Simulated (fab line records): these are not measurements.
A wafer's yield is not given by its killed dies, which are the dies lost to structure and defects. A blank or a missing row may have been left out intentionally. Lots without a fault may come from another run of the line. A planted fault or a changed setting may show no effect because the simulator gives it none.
Chamber matching / flow n5Finfet / rieDiel-06 running N5_BEOL_M1_DESCUM_33: 4 sister chambers
The step chemistry O2, time 7 s. 4 wafers are shown with their chamber, then 8 later ones without.

## WAFERS, EACH WITH ITS CHAMBER
wafer=L082.1; chamber=2; showerheadPlenumPTorr (Torr)=2.17
wafer=L092.2; chamber=1; showerheadPlenumPTorr (Torr)=1.99
wafer=L092.4; chamber=3; showerheadPlenumPTorr (Torr)=2.02
wafer=L093.2; chamber=0; showerheadPlenumPTorr (Torr)=2.06

## WAFERS WHOSE CHAMBER IS MISSING
wafer=L093.4; showerheadPlenumPTorr (Torr)=2.16
wafer=L093.6; showerheadPlenumPTorr (Torr)=2.02
wafer=L096.2; showerheadPlenumPTorr (Torr)=2.01
wafer=L096.5; showerheadPlenumPTorr (Torr)=2.01
wafer=L096.6; showerheadPlenumPTorr (Torr)=2.06
wafer=L097.1; showerheadPlenumPTorr (Torr)=1.98
wafer=L097.5; showerheadPlenumPTorr (Torr)=2.16
wafer=L097.6; showerheadPlenumPTorr (Torr)=1.98

## WHICH CHAMBER EACH WENT THROUGH
wafer=L093.4; from the rows above=2; in truth=2
wafer=L093.6; from the rows above=3; in truth=3
wafer=L096.2; from the rows above=can't be placed: 3 or 1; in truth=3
wafer=L096.5; from the rows above=can't be placed: 3 or 1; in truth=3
wafer=L096.6; from the rows above=0; in truth=0
wafer=L097.1; from the rows above=1; in truth=1
wafer=L097.5; from the rows above=2; in truth=2
wafer=L097.6; from the rows above=1; in truth=1
Correct placement for 6 of the 8. Cannot be placed on the basis of these rows: 2; the candidates contain the true chamber in 2. Number placed wrongly: 0.
How it was worked out, from the rows above alone: a wafer's distance from a chamber is the root of the sum, over the readings, of the square of ((its reading less the chamber's mean) divided by the reading's scatter). The wafer belongs to the nearest chamber; if the next one is less than 2 further off, it can't be placed. A chamber's mean is the mean of its shown wafers. The scatter: root of mean squared gap, hidden wafer to nearest shown wafer, with one shown wafer a chamber.
